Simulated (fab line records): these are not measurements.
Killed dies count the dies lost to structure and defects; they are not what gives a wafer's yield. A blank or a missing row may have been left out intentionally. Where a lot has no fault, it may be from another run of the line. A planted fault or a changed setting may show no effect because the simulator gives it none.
Which tool was responsible? :: flow n5 finfet :: Sampling: 24 lots, 72 wafers, 5 of 1938 route steps

## WHAT THE GAUGES READ, wafer by wafer
N5_MOL_CONTACT_COAG_INSPECT_10: inspects for defects (brightfield).
lot: L074
measured: day 4 15:28
on: defect inspect-01
raw defect count: 67 64 60

lot: L075
measured: day 4 21:19
on: defect inspect-02
raw defect count: 54 59 23

lot: L076
measured: day 5 08:37
on: defect inspect-02
raw defect count: 69 82 54

lot: L077
measured: day 5 08:40
on: defect inspect-02
raw defect count: 63 83 63

lot: L078
measured: day 5 16:40
on: defect inspect-01
raw defect count: 93 89 63

lot: L079
measured: day 5 22:14
on: defect inspect-02
raw defect count: 90 60 35

lot: L080
measured: day 6 04:59
on: defect inspect-02
raw defect count: 116 116 63

lot: L081
measured: day 6 10:31
on: defect inspect-02
raw defect count: 44 68 75

lot: L082
measured: day 6 14:44
on: defect inspect-01
raw defect count: 94 70 50

lot: L083
measured: day 6 21:05
on: defect inspect-01
raw defect count: 83 71 60

lot: L084
measured: day 7 05:07
on: defect inspect-01
raw defect count: 68 116 149

lot: L085
measured: day 7 10:34
on: defect inspect-01
raw defect count: 101 73 73

lot: L086
measured: day 7 14:49
on: defect inspect-02
raw defect count: 75 118 103

lot: L087
measured: day 7 21:03
on: defect inspect-01
raw defect count: 42 26 22

lot: L088
measured: day 8 03:31
on: defect inspect-01
raw defect count: 40 54 37

lot: L089
measured: day 8 13:08
on: defect inspect-02
raw defect count: 98 82 76

lot: L090
measured: day 9 01:36
on: defect inspect-02
raw defect count: 108 79 126

lot: L091
measured: day 9 03:59
on: defect inspect-01
raw defect count: 133 135 108

lot: L092
measured: day 9 05:20
on: defect inspect-01
raw defect count: 58 99 90

lot: L093
measured: day 9 09:28
on: defect inspect-01
raw defect count: 50 72 48

lot: L094
measured: day 9 15:22
on: defect inspect-02
raw defect count: 87 65 87

lot: L095
measured: day 10 00:55
on: defect inspect-01
raw defect count: 52 73 43

lot: L096
measured: day 10 07:31
on: defect inspect-01
raw defect count: 35 41 35

lot: L097
measured: day 10 11:22
on: defect inspect-02
raw defect count: 55 76 53

N5_MOL_CONTACT_COAG_THK_MEAS_29.
lot: L074
measured: day 5 01:05
on: film metro-02
MD_CAP_THK (nm): 17.98 17.91 17.88

lot: L075
measured: day 5 06:04
on: film metro-02
MD_CAP_THK (nm): 17.97 17.90 17.99

lot: L076
measured: day 5 17:08
on: film metro-01
MD_CAP_THK (nm): 17.95 17.85 18.07

lot: L077
measured: day 5 18:29
on: film metro-02
MD_CAP_THK (nm): 17.93 18.03 17.94

lot: L078
measured: day 6 00:22
on: film metro-01
MD_CAP_THK (nm): 18.09 17.93 18.02

lot: L079
measured: day 6 08:47
on: film metro-01
MD_CAP_THK (nm): 17.97 17.87 17.98

lot: L080
measured: day 6 14:59
on: film metro-01
MD_CAP_THK (nm): 17.94 17.89 17.93

lot: L081
measured: day 6 19:33
on: film metro-01
MD_CAP_THK (nm): 17.85 17.92 17.95

lot: L082
measured: day 7 00:07
on: film metro-01
MD_CAP_THK (nm): 17.92 18.04 17.97

lot: L083
measured: day 7 06:35
on: film metro-01
MD_CAP_THK (nm): 17.97 18.00 17.81

lot: L084
measured: day 7 12:13
on: film metro-02
MD_CAP_THK (nm): 17.79 17.93 17.91

lot: L085
measured: day 7 20:18
on: film metro-01
MD_CAP_THK (nm): 17.99 18.00 17.90

lot: L086
measured: day 8 00:15
on: film metro-01
MD_CAP_THK (nm): 17.96 17.86 17.90

lot: L087
measured: day 8 09:08
on: film metro-02
MD_CAP_THK (nm): 17.92 17.89 17.85

lot: L088
measured: day 8 13:34
on: film metro-01
MD_CAP_THK (nm): 17.97 17.92 17.98

lot: L089
measured: day 9 02:04
on: film metro-02
MD_CAP_THK (nm): 18.01 17.94 18.08

lot: L090
measured: day 9 11:47
on: film metro-02
MD_CAP_THK (nm): 17.85 17.91 18.02

lot: L091
measured: day 9 14:56
on: film metro-01
MD_CAP_THK (nm): 17.92 17.85 17.86

lot: L092
measured: day 9 15:14
on: film metro-02
MD_CAP_THK (nm): 17.85 17.86 17.88

lot: L093
measured: day 9 18:37
on: film metro-02
MD_CAP_THK (nm): 17.96 17.91 17.93

lot: L094
measured: day 9 23:53
on: film metro-02
MD_CAP_THK (nm): 17.87 17.91 17.86

lot: L095
measured: day 10 08:34
on: film metro-02
MD_CAP_THK (nm): 17.90 17.79 17.90

lot: L096
measured: day 10 16:26
on: film metro-02
MD_CAP_THK (nm): 17.96 17.85 17.92

lot: L097
measured: day 10 18:56
on: film metro-02
MD_CAP_THK (nm): 17.83 17.89 17.81

## WHAT TOOL EACH LOT RAN ON (gives the tool, then ch and the chambers of the sampled wafers, and finally the start)
lot: L074
N5_HKMG_FIN_STRIP_34: rie diel-04 ch 1,2, day 4 03:21
N5_HKMG_FIN_STRIP_69: plasma asher-02 ch 0,1, day 4 06:13
N5_MOL_CONTACT_COAG_PRE_CLEAN_142: pvd sputter-01, day 4 22:04

lot: L075
N5_HKMG_FIN_STRIP_34: rie diel-02 ch 1,2,3, day 4 09:15
N5_HKMG_FIN_STRIP_69: plasma asher-01 ch 0,1, day 4 11:51
N5_MOL_CONTACT_COAG_PRE_CLEAN_142: pvd sputter-01, day 5 01:22

lot: L076
N5_HKMG_FIN_STRIP_34: rie diel-02 ch 0,1,3, day 4 20:26
N5_HKMG_FIN_STRIP_69: plasma asher-02 ch 0,1, day 4 23:09
N5_MOL_CONTACT_COAG_PRE_CLEAN_142: pvd sputter-03, day 5 13:26

lot: L077
N5_HKMG_FIN_STRIP_34: rie diel-04 ch 2,3, day 4 20:40
N5_HKMG_FIN_STRIP_69: plasma asher-01 ch 0,1, day 4 23:14
N5_MOL_CONTACT_COAG_PRE_CLEAN_142: pvd sputter-03, day 5 13:46

lot: L078
N5_HKMG_FIN_STRIP_34: rie diel-04 ch 0,1,2, day 5 04:41
N5_HKMG_FIN_STRIP_69: plasma asher-02 ch 0,1, day 5 07:15
N5_MOL_CONTACT_COAG_PRE_CLEAN_142: pvd sputter-02, day 5 21:26

lot: L079
N5_HKMG_FIN_STRIP_34: rie diel-01 ch 0,3, day 5 10:04
N5_HKMG_FIN_STRIP_69: plasma asher-02 ch 0,1, day 5 12:46
N5_MOL_CONTACT_COAG_PRE_CLEAN_142: pvd sputter-03, day 6 05:49

lot: L080
N5_HKMG_FIN_STRIP_34: rie diel-04 ch 0,1,3, day 5 17:08
N5_HKMG_FIN_STRIP_69: plasma asher-02 ch 0,1, day 5 19:38
N5_MOL_CONTACT_COAG_PRE_CLEAN_142: pvd sputter-02, day 6 12:01

lot: L081
N5_HKMG_FIN_STRIP_34: rie diel-01 ch 1,2, day 5 22:17
N5_HKMG_FIN_STRIP_69: plasma asher-01 ch 0, day 6 00:46
N5_MOL_CONTACT_COAG_PRE_CLEAN_142: pvd sputter-02, day 6 16:36

lot: L082
N5_HKMG_FIN_STRIP_34: rie diel-02 ch 0,3, day 6 02:39
N5_HKMG_FIN_STRIP_69: plasma asher-02 ch 1, day 6 05:11
N5_MOL_CONTACT_COAG_PRE_CLEAN_142: pvd sputter-01, day 6 21:05

lot: L083
N5_HKMG_FIN_STRIP_34: rie diel-01 ch 1,3, day 6 08:55
N5_HKMG_FIN_STRIP_69: plasma asher-01 ch 0,1, day 6 11:23
N5_MOL_CONTACT_COAG_PRE_CLEAN_142: pvd sputter-01, day 7 03:26

lot: L084
N5_HKMG_FIN_STRIP_34: rie diel-01 ch 1,2,3, day 6 17:23
N5_HKMG_FIN_STRIP_69: plasma asher-01 ch 0,1, day 6 19:53
N5_MOL_CONTACT_COAG_PRE_CLEAN_142: pvd sputter-02, day 7 09:17

lot: L085
N5_HKMG_FIN_STRIP_34: rie diel-01 ch 1,2, day 6 22:20
N5_HKMG_FIN_STRIP_69: plasma asher-01 ch 0,1, day 7 00:57
N5_MOL_CONTACT_COAG_PRE_CLEAN_142: pvd sputter-02, day 7 16:55

lot: L086
N5_HKMG_FIN_STRIP_34: rie diel-04 ch 0,2,3, day 7 02:22
N5_HKMG_FIN_STRIP_69: plasma asher-01 ch 0,1, day 7 05:01
N5_MOL_CONTACT_COAG_PRE_CLEAN_142: pvd sputter-01, day 7 21:15

lot: L087
N5_HKMG_FIN_STRIP_34: rie diel-02 ch 2,3, day 7 09:11
N5_HKMG_FIN_STRIP_69: plasma asher-02 ch 0,1, day 7 11:49
N5_MOL_CONTACT_COAG_PRE_CLEAN_142: pvd sputter-03, day 8 06:08

lot: L088
N5_HKMG_FIN_STRIP_34: rie diel-04 ch 0,1,3, day 7 15:44
N5_HKMG_FIN_STRIP_69: plasma asher-02 ch 0,1, day 7 18:12
N5_MOL_CONTACT_COAG_PRE_CLEAN_142: pvd sputter-02, day 8 10:38

lot: L089
N5_HKMG_FIN_STRIP_34: rie diel-01 ch 0,1,3, day 8 01:21
N5_HKMG_FIN_STRIP_69: plasma asher-01 ch 0,1, day 8 03:49
N5_MOL_CONTACT_COAG_PRE_CLEAN_142: pvd sputter-02, day 8 18:36

lot: L090
N5_HKMG_FIN_STRIP_34: rie diel-01 ch 0,1, day 8 02:53
N5_HKMG_FIN_STRIP_69: plasma asher-01 ch 0,1, day 8 05:23
N5_MOL_CONTACT_COAG_PRE_CLEAN_142: pvd sputter-02, day 9 08:52

lot: L091
N5_HKMG_FIN_STRIP_34: rie diel-04 ch 1,2, day 8 11:55
N5_HKMG_FIN_STRIP_69: plasma asher-01 ch 0,1, day 8 14:50
N5_MOL_CONTACT_COAG_PRE_CLEAN_142: pvd sputter-01, day 9 12:01

lot: L092
N5_HKMG_FIN_STRIP_34: rie diel-02 ch 2,3, day 8 13:18
N5_HKMG_FIN_STRIP_69: plasma asher-01 ch 0, day 8 15:52
N5_MOL_CONTACT_COAG_PRE_CLEAN_142: pvd sputter-01, day 9 12:19

lot: L093
N5_HKMG_FIN_STRIP_34: rie diel-02 ch 0,2,3, day 8 20:14
N5_HKMG_FIN_STRIP_69: plasma asher-01 ch 0,1, day 8 22:42
N5_MOL_CONTACT_COAG_PRE_CLEAN_142: pvd sputter-01, day 9 15:38

lot: L094
N5_HKMG_FIN_STRIP_34: rie diel-02 ch 0,1,2, day 9 02:56
N5_HKMG_FIN_STRIP_69: plasma asher-01 ch 0,1, day 9 05:41
N5_MOL_CONTACT_COAG_PRE_CLEAN_142: pvd sputter-01, day 9 20:52

lot: L095
N5_HKMG_FIN_STRIP_34: rie diel-04 ch 0,1,2, day 9 12:49
N5_HKMG_FIN_STRIP_69: plasma asher-02 ch 0,1, day 9 15:17
N5_MOL_CONTACT_COAG_PRE_CLEAN_142: pvd sputter-03, day 10 05:38

lot: L096
N5_HKMG_FIN_STRIP_34: rie diel-01 ch 0,1,3, day 9 19:29
N5_HKMG_FIN_STRIP_69: plasma asher-01 ch 0,1, day 9 22:05
N5_MOL_CONTACT_COAG_PRE_CLEAN_142: pvd sputter-01, day 10 13:10

lot: L097
N5_HKMG_FIN_STRIP_34: rie diel-01 ch 0,1,2, day 9 23:31
N5_HKMG_FIN_STRIP_69: plasma asher-02 ch 0,1, day 10 02:07
N5_MOL_CONTACT_COAG_PRE_CLEAN_142: pvd sputter-03, day 10 15:43
- N5_HKMG_FIN_STRIP_34: strips in CF4.
- N5_HKMG_FIN_STRIP_69: strips in N2/H2, time 360 s.
- N5_MOL_CONTACT_COAG_PRE_CLEAN_142: time 60 s.

## WHAT THE TOOLS THEMSELVES READ (means of the sampled wafers that have a number; where no wafer has one, the mark that the record gives instead)
N5_HKMG_FIN_STRIP_34.
lot: L074
tool: rie diel-04
drypump motor current A (A): 5.0
oes product au (a.u.): 0.71
rf vpp V (V): 271.2
showerhead plenum p Torr (Torr): 1.81
throttle valve pct (%): 13.96

lot: L075
tool: rie diel-02
drypump motor current A (A): 5.1
oes product au (a.u.): 0.73
rf vpp V (V): 269.4
showerhead plenum p Torr (Torr): 1.77
throttle valve pct (%): 13.72

lot: L076
tool: rie diel-02
drypump motor current A (A): 5.3
oes product au (a.u.): 0.73
rf vpp V (V): 270.7
showerhead plenum p Torr (Torr): 1.79
throttle valve pct (%): 13.73

lot: L077
tool: rie diel-04
drypump motor current A (A): 5.6
oes product au (a.u.): 0.75
rf vpp V (V): 272.6
showerhead plenum p Torr (Torr): 1.83
throttle valve pct (%): 13.97

lot: L078
tool: rie diel-04
drypump motor current A (A): 5.3
oes product au (a.u.): 0.79
rf vpp V (V): 272.1
showerhead plenum p Torr (Torr): 1.82
throttle valve pct (%): 13.86

lot: L079
tool: rie diel-01
drypump motor current A (A): 6.0
oes product au (a.u.): 0.73
rf vpp V (V): 272.4
showerhead plenum p Torr (Torr): 1.85
throttle valve pct (%): 13.84

lot: L080
tool: rie diel-04
drypump motor current A (A): 5.2
oes product au (a.u.): 0.82
rf vpp V (V): 272.1
showerhead plenum p Torr (Torr): 1.81
throttle valve pct (%): 13.66

lot: L081
tool: rie diel-01
drypump motor current A (A): 5.9
oes product au (a.u.): 0.85
rf vpp V (V): 272.0
showerhead plenum p Torr (Torr): 1.80
throttle valve pct (%): 13.55

lot: L082
tool: rie diel-02
drypump motor current A (A): 5.4
oes product au (a.u.): 0.76
rf vpp V (V): 270.9
showerhead plenum p Torr (Torr): 1.79
throttle valve pct (%): 13.76

lot: L083
tool: rie diel-01
drypump motor current A (A): 6.2
oes product au (a.u.): 0.81
rf vpp V (V): 272.8
showerhead plenum p Torr (Torr): 1.84
throttle valve pct (%): 13.79

lot: L084
tool: rie diel-01
drypump motor current A (A): 6.0
oes product au (a.u.): 0.85
rf vpp V (V): 273.5
showerhead plenum p Torr (Torr): 1.85
throttle valve pct (%): 13.56

lot: L085
tool: rie diel-01
drypump motor current A (A): 5.8
oes product au (a.u.): 0.88
rf vpp V (V): 272.5
showerhead plenum p Torr (Torr): 1.85
throttle valve pct (%): 13.33

lot: L086
tool: rie diel-04
drypump motor current A (A): 5.5
oes product au (a.u.): 0.88
rf vpp V (V): 272.1
showerhead plenum p Torr (Torr): 1.83
throttle valve pct (%): 13.59

lot: L087
tool: rie diel-02
drypump motor current A (A): 4.9
oes product au (a.u.): 0.73
rf vpp V (V): 270.5
showerhead plenum p Torr (Torr): 1.77
throttle valve pct (%): 13.70

lot: L088
tool: rie diel-04
drypump motor current A (A): 5.2
oes product au (a.u.): 0.79
rf vpp V (V): 271.3
showerhead plenum p Torr (Torr): 1.81
throttle valve pct (%): 13.70

lot: L089
tool: rie diel-01
drypump motor current A (A): 6.1
oes product au (a.u.): 0.84
rf vpp V (V): 272.0
showerhead plenum p Torr (Torr): 1.82
throttle valve pct (%): 13.66

lot: L090
tool: rie diel-01
drypump motor current A (A): 6.0
oes product au (a.u.): 0.90
rf vpp V (V): 271.9
showerhead plenum p Torr (Torr): 1.81
throttle valve pct (%): 13.49

lot: L091
tool: rie diel-04
drypump motor current A (A): 5.3
oes product au (a.u.): 0.83
rf vpp V (V): 271.7
showerhead plenum p Torr (Torr): 1.81
throttle valve pct (%): 13.75

lot: L092
tool: rie diel-02
drypump motor current A (A): 4.9
oes product au (a.u.): 0.73
rf vpp V (V): 270.2
showerhead plenum p Torr (Torr): 1.77
throttle valve pct (%): 13.72

lot: L093
tool: rie diel-02
drypump motor current A (A): 5.2
oes product au (a.u.): 0.73
rf vpp V (V): 270.8
showerhead plenum p Torr (Torr): 1.77
throttle valve pct (%): 13.81

lot: L094
tool: rie diel-02
drypump motor current A (A): 5.3
oes product au (a.u.): 0.78
rf vpp V (V): 270.9
showerhead plenum p Torr (Torr): 1.75
throttle valve pct (%): 13.70

lot: L095
tool: rie diel-04
drypump motor current A (A): 5.3
oes product au (a.u.): 0.81
rf vpp V (V): 271.9
showerhead plenum p Torr (Torr): 1.81
throttle valve pct (%): 13.76

lot: L096
tool: rie diel-01
drypump motor current A (A): 6.1
oes product au (a.u.): 0.82
rf vpp V (V): 271.8
showerhead plenum p Torr (Torr): 1.82
throttle valve pct (%): 13.70

lot: L097
tool: rie diel-01
drypump motor current A (A): 5.9
oes product au (a.u.): 0.85
rf vpp V (V): 270.9
showerhead plenum p Torr (Torr): 1.83
throttle valve pct (%): 13.46

N5_HKMG_FIN_STRIP_69.
lot: L074
tool: plasma asher-02
drypump motor current A (A): 6.03
heater power w (W): 431
n2 flow sccm (sccm): 1747

lot: L075
tool: plasma asher-01
drypump motor current A (A): 5.73
heater power w (W): 456
n2 flow sccm (sccm): 1755

lot: L076
tool: plasma asher-02
drypump motor current A (A): 6.04
heater power w (W): 429
n2 flow sccm (sccm): 1750

lot: L077
tool: plasma asher-01
drypump motor current A (A): 5.87
heater power w (W): 431
n2 flow sccm (sccm): 1753

lot: L078
tool: plasma asher-02
drypump motor current A (A): 6.02
heater power w (W): 431
n2 flow sccm (sccm): 1749

lot: L079
tool: plasma asher-02
drypump motor current A (A): 5.97
heater power w (W): 411
n2 flow sccm (sccm): 1757

lot: L080
tool: plasma asher-02
drypump motor current A (A): 5.97
heater power w (W): 404
n2 flow sccm (sccm): 1744

lot: L081
tool: plasma asher-01
drypump motor current A (A): 5.61
heater power w (W): 476
n2 flow sccm (sccm): 1735

lot: L082
tool: plasma asher-02
drypump motor current A (A): 5.91
heater power w (W): 399
n2 flow sccm (sccm): 1744

lot: L083
tool: plasma asher-01
drypump motor current A (A): 5.73
heater power w (W): 451
n2 flow sccm (sccm): 1748

lot: L084
tool: plasma asher-01
drypump motor current A (A): 5.86
heater power w (W): 439
n2 flow sccm (sccm): 1750

lot: L085
tool: plasma asher-01
drypump motor current A (A): 5.75
heater power w (W): 453
n2 flow sccm (sccm): 1748

lot: L086
tool: plasma asher-01
drypump motor current A (A): 5.87
heater power w (W): 435
n2 flow sccm (sccm): 1754

lot: L087
tool: plasma asher-02
drypump motor current A (A): 6.05
heater power w (W): 435
n2 flow sccm (sccm): 1754

lot: L088
tool: plasma asher-02
drypump motor current A (A): 6.01
heater power w (W): 437
n2 flow sccm (sccm): 1746

lot: L089
tool: plasma asher-01
drypump motor current A (A): 5.87
heater power w (W): 437
n2 flow sccm (sccm): 1753

lot: L090
tool: plasma asher-01
drypump motor current A (A): 5.87
heater power w (W): 435
n2 flow sccm (sccm): 1751

lot: L091
tool: plasma asher-01
drypump motor current A (A): 5.73
heater power w (W): 462
n2 flow sccm (sccm): 1750

lot: L092
tool: plasma asher-01
drypump motor current A (A): 5.63
heater power w (W): 473
n2 flow sccm (sccm): 1759

lot: L093
tool: plasma asher-01
drypump motor current A (A): 5.74
heater power w (W): 456
n2 flow sccm (sccm): 1749

lot: L094
tool: plasma asher-01
drypump motor current A (A): 5.75
heater power w (W): 458
n2 flow sccm (sccm): 1753

lot: L095
tool: plasma asher-02
drypump motor current A (A): 5.99
heater power w (W): 412
n2 flow sccm (sccm): 1752

lot: L096
tool: plasma asher-01
drypump motor current A (A): 5.87
heater power w (W): 439
n2 flow sccm (sccm): 1751

lot: L097
tool: plasma asher-02
drypump motor current A (A): 6.04
heater power w (W): 436
n2 flow sccm (sccm): 1753

N5_MOL_CONTACT_COAG_PRE_CLEAN_142.
lot: L074
tool: pvd sputter-01
heater power w (W): 444

lot: L075
tool: pvd sputter-01
heater power w (W): 449

lot: L076
tool: pvd sputter-03
heater power w (W): 452

lot: L077
tool: pvd sputter-03
heater power w (W): 447

lot: L078
tool: pvd sputter-02
heater power w (W): 445

lot: L079
tool: pvd sputter-03
heater power w (W): 449

lot: L080
tool: pvd sputter-02
heater power w (W): 441

lot: L081
tool: pvd sputter-02
heater power w (W): 413

lot: L082
tool: pvd sputter-01
heater power w (W): 448

lot: L083
tool: pvd sputter-01
heater power w (W): 439

lot: L084
tool: pvd sputter-02
heater power w (W): 421

lot: L085
tool: pvd sputter-02
heater power w (W): 436

lot: L086
tool: pvd sputter-01
heater power w (W): 436

lot: L087
tool: pvd sputter-03
heater power w (W): 423

lot: L088
tool: pvd sputter-02
heater power w (W): 422

lot: L089
tool: pvd sputter-02
heater power w (W): 431

lot: L090
tool: pvd sputter-02
heater power w (W): 421

lot: L091
tool: pvd sputter-01
heater power w (W): 441

lot: L092
tool: pvd sputter-01
heater power w (W): 432

lot: L093
tool: pvd sputter-01
heater power w (W): 447

lot: L094
tool: pvd sputter-01
heater power w (W): 443

lot: L095
tool: pvd sputter-03
heater power w (W): 467

lot: L096
tool: pvd sputter-01
heater power w (W): 436

lot: L097
tool: pvd sputter-03
heater power w (W): 432

## THE ANSWER, worked out from the rows above alone
Rule: the usual values come from the lots themselves. The widest of any qualifying gaps counts: lots, ordered by their means at a reading, are off when they make up no more than a third of the lots, leave a main group of 4 or more, and stand apart from it by 3 or more times the standard deviation of that group's means. A main group whose means are all the same, to the digits that the tables above print for the reading, isn't used. A lot without any number at a reading at which 4 lots or more have one is off too. All remaining lots with rows at the step are treated as sound. First the gauges in route order, then the tools' own readings, where a lot's mean is used as printed above. At the first step where some lot is off, the reading lying furthest off is the one used; lots without a number count as furthest.
None of the lots is off at any reading shown; this tells nothing.

## WHAT THE SIMULATOR HAD PUT IN
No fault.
